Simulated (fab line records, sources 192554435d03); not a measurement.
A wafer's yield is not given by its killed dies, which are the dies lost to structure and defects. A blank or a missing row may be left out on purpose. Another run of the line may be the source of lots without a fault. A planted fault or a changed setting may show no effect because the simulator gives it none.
fab line records    flow n5Finfet    part 1 of 2: steps 1 to 15 of 27
record lots=5  wafers=15  lastDay=17
route steps=1938 shown BEOL_M6@1225
lots that met no fault: from a run of the same line without faults
startH: the number of hours between the record's first day and the start of the first shown wafer of the lot    waitH: hours elapsed since this lot's preceding step    " same as the row above    L1.1+2: a row that stands for several wafers    - either no value or no given start    * or withheld: withheld    < > ~ a bound
route shown NAME@n: a module of which the file shows steps, and the number in the route of the first    usual: mean/standard deviation taken from wafers without a fault    same: alike in all rows    chamber/n: place in a boat    sites: readings site by site    _std_site: the standard deviation of these    _edge_site: inner sites' mean taken away from outer sites' mean    radiusMm: how far each site lies from the wafer's centre    mask NAME#n: copy n    behind: tool/chamber where the wafer was last shaped    hold: reason for holding the lot/hours on hold/outcome of the hold    device: whichever transistor did not switch (one of n, p or np)    end of line: the route-end tests of the same wafers    for a step that has no rows: nothing shown but its recipe    killed: at the first sort, the dies lost to defects and structure; wafer yield is something else    map: a wafer's dies, marking killed ones x, the rest . and places with no die _
set.NAME: the setting as run; set.NAME@STEP: as run at that earlier step    model.NAME: the simulator's own value behind a step, which no gauge read
lots seen at some steps along the route; tables by step, rows by wafer
services: when a tool's chamber went out of use (startH, in hours from the record's first day, below 0 if earlier), for how many hours, and the reason
## steps
# step N5_BEOL_M6_PEB_26
# recipe pebTempC=100  pebTimeS=60  resist=CAR-EUV
# same pebTimeS=60
lot.wafer   tool           chamber  startH  waitH
L074.1+3+6  lithoTrack-04  0        189.21  0.1
L089.2+4+6  lithoTrack-04  0        271.06  0.1
L091.2+4+6  lithoTrack-05  0        281.93  0.1
L093.2+5+6  lithoTrack-04  0        293.09  0.1
L097.1+4+5  lithoTrack-01  0        315.93  0.1
# step N5_BEOL_M6_DEVELOP_27
# recipe developTimeS=30  developer=TMAH  resist=CAR-EUV  rinseLiquid=surfactantRinse  dry=airSpin  devTempC=23
# same developTimeS=30
lot.wafer   tool           chamber  startH  waitH
L074.1+3+6  lithoTrack-04  0        -       -
L089.2+4+6  lithoTrack-04  0        -       -
L091.2+4+6  lithoTrack-05  0        -       -
L093.2+5+6  lithoTrack-04  0        -       -
L097.1+4+5  lithoTrack-01  0        -       -
# step N5_BEOL_M6_CD_MEAS_28
# recipe targetCdNm=40  landingEnergyEv=500  detector=seInlens
# usual cdNm=40.12/0.25
lot.wafer  tool      chamber  startH  waitH  cdNm
L074.1     cdSem-01  0        189.28  -      40.32
L074.3     "         0        "       "      40.18
L074.6     "         0        "       "      40.51
L089.2     cdSem-02  0        271.12  -      40.19
L089.4     "         0        "       "      39.91
L089.6     "         0        "       "      40.58
L091.2     cdSem-03  0        281.99  -      39.83
L091.4     "         0        "       "      39.99
L091.6     "         0        "       "      40.30
L093.2     cdSem-02  0        293.16  -      39.32
L093.5     "         0        "       "      39.97
L093.6     "         0        "       "      39.72
L097.1     cdSem-01  0        316.00  -      40.00
L097.4     "         0        "       "      39.86
L097.5     "         0        "       "      39.94
# step N5_BEOL_M6_OVL_MEAS_29
# recipe pointsPerWafer=522
# usual V5_OVL=-0.1/0.7
lot.wafer  tool        chamber  startH  waitH  V5_OVL[nm]
L074.1     overlay-01  0        189.31  0.0    0.3
L074.3     "           0        "       "      -0.6
L074.6     "           0        "       "      -0.6
L089.2     overlay-02  0        271.16  0.0    1.2
L089.4     "           0        "       "      0.7
L089.6     "           0        "       "      0.8
L091.2     overlay-02  0        282.03  0.0    0.0
L091.4     "           0        "       "      0.1
L091.6     "           0        "       "      -0.7
L093.2     overlay-02  0        293.19  0.0    1.4
L093.5     "           0        "       "      0.9
L093.6     "           0        "       "      0.9
L097.1     overlay-02  0        316.03  0.0    0.5
L097.4     "           0        "       "      -0.7
L097.5     "           0        "       "      0.4
# step N5_BEOL_M6_INSPECT_30
# recipe mode=adi  inspectInstrument=brightfield
# usual rawDefectCount=392/95
lot.wafer  tool              chamber  startH  waitH  rawDefectCount
L074.1     defectInspect-01  -        189.37  0.1    410
L074.3     "                 -        "       "      284
L074.6     "                 -        "       "      284
L089.2     defectInspect-02  -        271.21  0.0    295
L089.4     "                 -        "       "      352
L089.6     "                 -        "       "      296
L091.2     defectInspect-02  -        282.08  0.0    381
L091.4     "                 -        "       "      403
L091.6     "                 -        "       "      276
L093.2     defectInspect-01  -        293.25  0.0    289
L093.5     "                 -        "       "      290
L093.6     "                 -        "       "      369
L097.1     defectInspect-02  -        316.09  0.1    453
L097.4     "                 -        "       "      490
L097.5     "                 -        "       "      305
# step N5_BEOL_M6_DESCUM_33
# recipe chemistry=O2  timeS=7  sourcePowerW=50  biasPowerW=20  pressureMtorr=20  rfFrequencyHz=2.712e+07  tempC=40  resist=CAR-EUV  o2FlowSccm=225
# usual drypumpMotorCurrentA=5.7/0.39  oesProductAu=0.80/0.085  rfFwdPowerW=49.41/0.23  rfVppV=243.4/1.4  showerheadPlenumPTorr=2.10/0.066  throttleValvePct=20.38/0.25
lot.wafer  tool        chamber  startH  waitH  drypumpMotorCurrentA  oesProductAu  rfFwdPowerW  rfHoursCounterH  rfVppV  showerheadPlenumPTorr  throttleValvePct
L074.1     rieDiel-05  2        189.72  0.4    6.2                   0.68          49.77        228              243.6   2.13                   20.46
L074.3     "           0        "       "      5.5                   0.81          49.28        70               244.3   2.22                   20.13
L074.6     "           1        "       "      5.5                   0.73          49.34        -                244.0   2.06                   20.71
L089.2     rieDiel-03  0        271.25  0.0    5.5                   0.95          49.76        16               245.8   2.24                   19.93
L089.4     "           2        "       "      5.9                   0.83          49.38        71               242.8   2.04                   20.50
L089.6     "           2        "       "      5.9                   0.83          49.38        -                241.9   2.04                   20.49
L091.2     rieDiel-05  2        282.11  0.0    6.2                   0.96          49.48        4                244.4   2.12                   20.11
L091.4     "           1        "       "      5.5                   0.70          49.61        236              243.0   2.04                   20.76
L091.6     "           2        "       "      6.2                   0.97          49.75        -                244.9   2.12                   20.10
L093.2     rieDiel-05  2        293.28  0.0    6.1                   0.94          49.39        8                244.7   2.12                   20.11
L093.5     "           0        "       "      5.5                   0.78          49.39        -                246.5   2.20                   20.18
L093.6     "           3        "       "      5.6                   0.69          49.51        -                244.5   2.06                   20.57
L097.1     rieDiel-03  1        316.56  0.5    6.8                   0.84          49.44        77               240.9   2.05                   20.48
L097.4     "           3        "       "      5.7                   0.78          49.15        151              245.0   2.17                   20.47
L097.5     "           2        "       "      5.9                   0.81          49.40        -                242.1   2.04                   20.51
# step N5_BEOL_M6_ETCH_72
# recipe chemistry=N2/H2  target=underlayer  targetDepthA=65  maskMaterial=CAR-EUV  timeS=5.2  ionEnergyEv=200  pressureMtorr=30  sourceW=840  biasW=150  n2FlowSccm=200  h2FlowSccm=200  ends=cleared
# usual drypumpMotorCurrentA=5.7/0.39  etchRfOnTimeS=5.17/0.13  oesProductAu=0.68/0.07  rfFwdPowerW=819.1/2.4  rfVppV=524.5/2.7  showerheadPlenumPTorr=2.56/0.085  throttleValvePct=17.82/0.3
lot.wafer  tool        chamber  startH  waitH  drypumpMotorCurrentA  etchRfOnTimeS  oesProductAu  rfFwdPowerW  rfHoursCounterH  rfVppV  showerheadPlenumPTorr  throttleValvePct
L074.1     rieDiel-05  2        189.76  0.0    6.2                   5.39           0.57          817.1        228              524.7   2.63                   18.16
L074.3     "           0        "       "      5.5                   5.35           0.68          820.5        70               528.9   2.67                   17.39
L074.6     "           1        "       "      5.5                   5.28           0.63          819.6        -                523.3   2.51                   18.20
L089.2     rieDiel-03  0        271.28  0.0    5.5                   5.16           0.80          823.1        16               531.0   2.71                   17.44
L089.4     "           2        "       "      5.9                   5.05           0.71          819.1        71               520.4   2.46                   17.75
L089.6     "           2        "       "      5.9                   5.05           0.71          818.4        -                525.6   2.46                   17.77
L091.2     rieDiel-05  2        282.15  0.0    6.2                   5.30           0.80          817.0        4                525.5   2.62                   17.80
L091.4     "           1        "       "      5.5                   5.21           0.60          822.0        236              523.7   2.50                   18.25
L091.6     "           2        "       "      6.2                   5.29           0.80          818.3        -                525.9   2.62                   17.76
L093.2     rieDiel-05  2        293.32  0.0    6.2                   5.37           0.79          816.9        8                525.4   2.62                   17.79
L093.5     "           0        "       "      5.6                   5.33           0.66          816.1        -                530.8   2.66                   17.46
L093.6     "           3        "       "      5.6                   5.19           0.59          815.1        -                526.4   2.51                   18.06
L097.1     rieDiel-03  1        316.60  0.0    6.8                   5.02           0.72          817.2        77               521.6   2.46                   17.69
L097.4     "           3        "       "      5.7                   5.17           0.65          819.2        151              525.1   2.66                   18.04
L097.5     "           2        "       "      5.9                   4.99           0.69          817.4        -                521.3   2.46                   17.78
# step N5_BEOL_M6_ETCH_65
# recipe chemistry=CF4  target=SiARC  targetDepthA=156  maskMaterial=CAR-EUV  timeS=26  ionEnergyEv=80  pressureMtorr=40  sourceW=545  biasW=36  Ar_flow_sccm=100  cf4FlowSccm=100  ends=cleared
# usual drypumpMotorCurrentA=5.7/0.39  etchRfOnTimeS=25.8/0.61  oesProductAu=0.68/0.07  rfFwdPowerW=532.2/2  rfVppV=184.1/1.2  showerheadPlenumPTorr=2.15/0.062  throttleValvePct=15.6/0.3
lot.wafer  tool        chamber  startH  waitH  drypumpMotorCurrentA  etchRfOnTimeS  oesProductAu  rfFwdPowerW  rfHoursCounterH  rfVppV  showerheadPlenumPTorr  throttleValvePct
L074.1     rieDiel-05  2        189.77  0.0    6.2                   26.8           0.58          536.0        228              184.6   2.18                   15.8
L074.3     "           0        "       "      5.5                   26.4           0.70          530.2        70               186.1   2.24                   15.2
L074.6     "           1        "       "      5.5                   25.9           0.63          533.0        -                184.4   2.14                   16.2
L089.2     rieDiel-03  0        271.30  0.0    5.5                   25.8           0.81          538.8        16               184.7   2.27                   15.1
L089.4     "           2        "       "      5.9                   25.6           0.71          532.4        71               184.3   2.08                   15.5
L089.6     "           2        "       "      5.9                   25.6           0.71          531.3        -                182.9   2.08                   15.5
L091.2     rieDiel-05  2        282.17  0.0    6.2                   26.2           0.82          531.3        4                183.7   2.18                   15.3
L091.4     "           1        "       "      5.5                   26.0           0.60          533.4        236              183.3   2.13                   16.2
L091.6     "           2        "       "      6.2                   26.2           0.82          531.4        -                183.5   2.18                   15.3
L093.2     rieDiel-05  2        293.33  0.0    6.1                   26.5           0.79          535.0        8                184.9   2.17                   15.3
L093.5     "           0        "       "      5.5                   26.6           0.65          530.9        -                185.3   2.22                   15.2
L093.6     "           3        "       "      5.6                   25.7           0.59          530.4        -                183.5   2.12                   15.8
L097.1     rieDiel-03  1        316.61  0.0    6.7                   25.4           0.72          531.4        77               183.4   2.08                   15.6
L097.4     "           3        "       "      5.6                   25.7           0.67          530.2        151              185.9   2.23                   15.7
L097.5     "           2        "       "      5.9                   25.2           0.70          532.5        -                183.9   2.08                   15.6
# step N5_BEOL_M6_ETCH_66
# recipe chemistry=N2/H2  target=SOC  targetDepthA=800  overetchA=160  maskMaterial=SiARC  tempC=40  timeS=120  ionEnergyEv=200  pressureMtorr=30  sourceW=840  biasW=150  n2FlowSccm=200  h2FlowSccm=200
# usual drypumpMotorCurrentA=5.7/0.39  oesProductAu=0.61/0.06  rfFwdPowerW=835.8/2.9  rfVppV=524.3/2.5  showerheadPlenumPTorr=2.56/0.085  throttleValvePct=17.78/0.3
lot.wafer  tool        chamber  startH  waitH  drypumpMotorCurrentA  oesProductAu  rfFwdPowerW  rfHoursCounterH  rfVppV  showerheadPlenumPTorr  throttleValvePct
L074.1     rieDiel-05  2        189.80  0.0    6.2                   0.53          835.9        228              524.0   2.63                   18.12
L074.3     "           0        "       "      5.5                   0.62          832.8        70               530.7   2.67                   17.35
L074.6     "           1        "       "      5.5                   0.56          834.6        -                523.8   2.51                   18.16
L089.2     rieDiel-03  0        271.33  0.0    5.5                   0.72          834.7        16               527.7   2.71                   17.38
L089.4     "           2        "       "      5.9                   0.62          833.6        71               521.0   2.46                   17.72
L089.6     "           2        "       "      5.9                   0.63          834.2        -                521.5   2.46                   17.71
L091.2     rieDiel-05  2        282.19  0.0    6.1                   0.73          842.0        4                526.3   2.62                   17.72
L091.4     "           1        "       "      5.5                   0.54          836.6        236              522.8   2.50                   18.22
L091.6     "           2        "       "      6.1                   0.72          840.0        -                526.1   2.62                   17.74
L093.2     rieDiel-05  2        293.36  0.0    6.1                   0.73          835.7        8                525.2   2.62                   17.73
L093.5     "           0        "       "      5.5                   0.59          836.8        -                526.7   2.66                   17.42
L093.6     "           3        "       "      5.6                   0.54          841.3        -                522.5   2.51                   18.01
L097.1     rieDiel-03  1        316.64  0.0    6.7                   0.64          837.5        77               522.1   2.46                   17.69
L097.4     "           3        "       "      5.6                   0.59          833.8        151              528.5   2.66                   17.99
L097.5     "           2        "       "      5.9                   0.61          828.3        -                522.3   2.46                   17.74
# step N5_BEOL_M6_STRIP_69
# recipe chemistry=N2/H2  tempC=40  n2FlowSccm=200  h2FlowSccm=200  rfFrequencyHz=6e+07
lot.wafer   tool        chamber  startH  waitH
L074.1+3+6  rieDiel-05  2,0,1    189.88  0.0
L089.2+4+6  rieDiel-03  0,2,2    271.41  0.0
L091.2+4+6  rieDiel-05  2,1,2    282.27  0.0
L093.2+5+6  rieDiel-05  2,0,3    293.44  0.0
L097.1+4+5  rieDiel-03  1,3,2    316.72  0.0
# step N5_BEOL_M6_STRIP_73
# recipe chemistry=N2/H2  tempC=40  n2FlowSccm=200  h2FlowSccm=200  rfFrequencyHz=6e+07
lot.wafer   tool        chamber  startH  waitH
L074.1+3+6  rieDiel-05  2,0,1    189.89  0.0
L089.2+4+6  rieDiel-03  0,2,2    271.42  0.0
L091.2+4+6  rieDiel-05  2,1,2    282.28  0.0
L093.2+5+6  rieDiel-05  2,0,3    293.45  0.0
L097.1+4+5  rieDiel-03  1,3,2    316.73  0.0
# step N5_BEOL_M6_VIA_ETCH_34
# recipe chemistry=C4F6/O2  target=SiCOH_lowk  targetDepthA=1263  maskMaterial=SOC  taperDeg=4  timeS=50.9  ionEnergyEv=250  pressureMtorr=30  sourceW=345  biasW=185  Ar_flow_sccm=300  C4F6_flow_sccm=10  O2_flow_sccm=10
# usual O2_flow_sccm=10.001/0.029  drypumpMotorCurrentA=5.7/0.39  oes_f_703_au=0.79/0.077  oesProductAu=0.80/0.083  rfFwdPowerW=341.5/1.4  rfVppV=670/10  showerheadPlenumPTorr=2.86/0.084  throttleValvePct=20.8/0.32
lot.wafer  tool        chamber  startH  waitH  O2_flow_sccm  drypumpMotorCurrentA  oes_f_703_au  oesProductAu  rfFwdPowerW  rfHoursCounterH  rfVppV  showerheadPlenumPTorr  throttleValvePct
L074.1     rieDiel-05  2        189.90  0.0    10.009        6.1                   0.67          0.69          340.7        228              668     2.92                   21.0
L074.3     "           0        "       "      10.004        5.5                   0.80          0.81          340.4        70               678     2.97                   20.4
L074.6     "           1        "       "      9.980         5.5                   0.72          0.73          342.4        -                663     2.84                   21.4
L089.2     rieDiel-03  0        271.43  0.0    10.010        5.5                   0.93          0.95          344.4        16               669     3.02                   20.4
L089.4     "           2        "       "      10.011        5.9                   0.81          0.83          342.7        71               686     2.76                   20.8
L089.6     "           2        "       "      10.024        6.0                   0.81          0.83          342.8        -                685     2.76                   20.8
L091.2     rieDiel-05  2        282.29  0.0    10.018        6.2                   0.92          0.95          342.6        5                668     2.90                   20.7
L091.4     "           1        "       "      10.018        5.5                   0.70          0.70          342.5        236              663     2.82                   21.5
L091.6     "           2        "       "      10.011        6.2                   0.93          0.95          340.3        -                668     2.90                   20.7
L093.2     rieDiel-05  2        293.46  0.0    10.019        6.2                   0.91          0.94          341.7        8                668     2.90                   20.7
L093.5     "           0        "       "      10.093        5.6                   0.76          0.77          341.1        -                678     2.95                   20.4
L093.6     "           3        "       "      9.970         5.6                   0.71          0.69          342.3        -                649     2.83                   21.2
L097.1     rieDiel-03  1        316.74  0.0    10.046        6.7                   0.85          0.85          341.7        77               684     2.74                   20.7
L097.4     "           3        "       "      10.026        5.7                   0.77          0.78          341.0        151              675     2.96                   21.0
L097.5     "           2        "       "      10.035        5.9                   0.79          0.82          341.7        -                687     2.76                   20.9
# step N5_BEOL_M6_STRIP_76
# recipe chemistry=C4F6/O2  resist=SiARC  rfFrequencyHz=6e+07
lot.wafer   tool        chamber  startH  waitH
L074.1+3+6  rieDiel-05  2,0,1    189.94  0.0
L089.2+4+6  rieDiel-03  0,2,2    271.47  0.0
L091.2+4+6  rieDiel-05  2,1,2    282.34  0.0
L093.2+5+6  rieDiel-05  2,0,3    293.50  0.0
L097.1+4+5  rieDiel-03  1,3,2    316.78  0.0
# step N5_BEOL_M6_STRIP_36
# recipe chemistry=N2/H2  powerW=450  tempC=40  pressureMtorr=20  rfFrequencyHz=6e+07  overashFraction=0.3  biasPowerW=7  h2Frac=0.5  n2FlowSccm=200  h2FlowSccm=200
# usual drypumpMotorCurrentA=5.7/0.4  oesProductAu=0.80/0.085  rfVppV=59.1/1.5  showerheadPlenumPTorr=2.55/0.085  throttleValvePct=23.6/0.33
lot.wafer  tool        chamber  startH  waitH  drypumpMotorCurrentA  oesProductAu  rfHoursCounterH  rfVppV  showerheadPlenumPTorr  throttleValvePct
L074.1     rieDiel-05  2        189.95  0.0    6.1                   0.70          228              60.2    2.63                   23.9
L074.3     "           0        "       "      5.5                   0.81          70               58.5    2.67                   23.1
L074.6     "           1        "       "      5.5                   0.73          -                56.6    2.51                   23.9
L089.2     rieDiel-03  0        271.48  0.0    5.5                   0.93          16               58.9    2.71                   23.3
L089.4     "           2        "       "      5.9                   0.83          71               57.9    2.46                   23.6
L089.6     "           2        "       "      5.9                   0.83          -                59.5    2.46                   23.6
L091.2     rieDiel-05  2        282.35  0.0    6.2                   0.95          5                60.9    2.61                   23.6
L091.4     "           1        "       "      5.5                   0.70          236              60.5    2.49                   23.9
L091.6     "           2        "       "      6.2                   0.95          -                61.2    2.61                   23.6
L093.2     rieDiel-05  2        293.51  0.0    6.2                   0.96          8                57.1    2.61                   23.6
L093.5     "           0        "       "      5.5                   0.77          -                62.6    2.65                   23.2
L093.6     "           3        "       "      5.6                   0.70          -                59.5    2.50                   23.9
L097.1     rieDiel-03  1        316.79  0.0    6.8                   0.85          77               57.5    2.45                   23.5
L097.4     "           3        "       "      5.6                   0.79          151              59.2    2.66                   23.9
L097.5     "           2        "       "      5.9                   0.80          -                58.8    2.45                   23.6
# step N5_BEOL_M6_TRENCH_ETCH_37
# recipe chemistry=C4F6/O2  targetDepthA=944.35  target=SiCOH_lowk  timeS=31.5  ionEnergyEv=250  pressureMtorr=30  sourceW=345  biasW=185  Ar_flow_sccm=300  C4F6_flow_sccm=10  O2_flow_sccm=10
# usual O2_flow_sccm=10.006/0.029  drypumpMotorCurrentA=5.7/0.39  oes_f_703_au=0.79/0.077  oesProductAu=0.80/0.083  rfFwdPowerW=340.5/1.6  rfVppV=670/11  showerheadPlenumPTorr=2.86/0.084  throttleValvePct=20.9/0.32
lot.wafer  tool        chamber  startH  waitH  O2_flow_sccm  drypumpMotorCurrentA  oes_f_703_au  oesProductAu  rfFwdPowerW  rfHoursCounterH  rfVppV  showerheadPlenumPTorr  throttleValvePct
L074.1     rieDiel-05  2        -       -      9.972         6.2                   0.67          0.68          340.6        228              666     2.92                   21.0
L074.3     "           0        "       "      10.023        5.5                   0.80          0.80          340.1        70               677     2.97                   20.4
L074.6     "           1        "       "      9.963         5.5                   0.72          0.73          340.9        -                663     2.84                   21.4
L089.2     rieDiel-03  0        -       -      9.984         5.5                   0.92          0.95          342.0        16               669     3.02                   20.4
L089.4     "           2        "       "      10.059        6.0                   0.81          0.83          340.1        71               687     2.76                   20.9
L089.6     "           2        "       "      10.033        5.9                   0.81          0.83          338.5        -                688     2.76                   20.9
L091.2     rieDiel-05  2        -       -      10.003        6.1                   0.92          0.95          340.0        5                666     2.90                   20.7
L091.4     "           1        "       "      9.984         5.5                   0.70          0.70          340.5        236              663     2.82                   21.5
L091.6     "           2        "       "      9.981         6.1                   0.92          0.94          339.4        -                666     2.90                   20.7
L093.2     rieDiel-05  2        -       -      9.978         6.2                   0.91          0.94          339.6        8                665     2.90                   20.7
L093.5     "           0        "       "      9.955         5.5                   0.77          0.76          338.9        -                677     2.95                   20.5
L093.6     "           3        "       "      10.014        5.6                   0.71          0.70          342.2        -                650     2.83                   21.2
L097.1     rieDiel-03  1        -       -      9.989         6.8                   0.84          0.85          340.6        77               683     2.74                   20.7
L097.4     "           3        "       "      9.990         5.6                   0.76          0.78          338.5        151              675     2.96                   21.0
L097.5     "           2        "       "      10.073        5.9                   0.79          0.81          340.5        -                686     2.76                   20.9
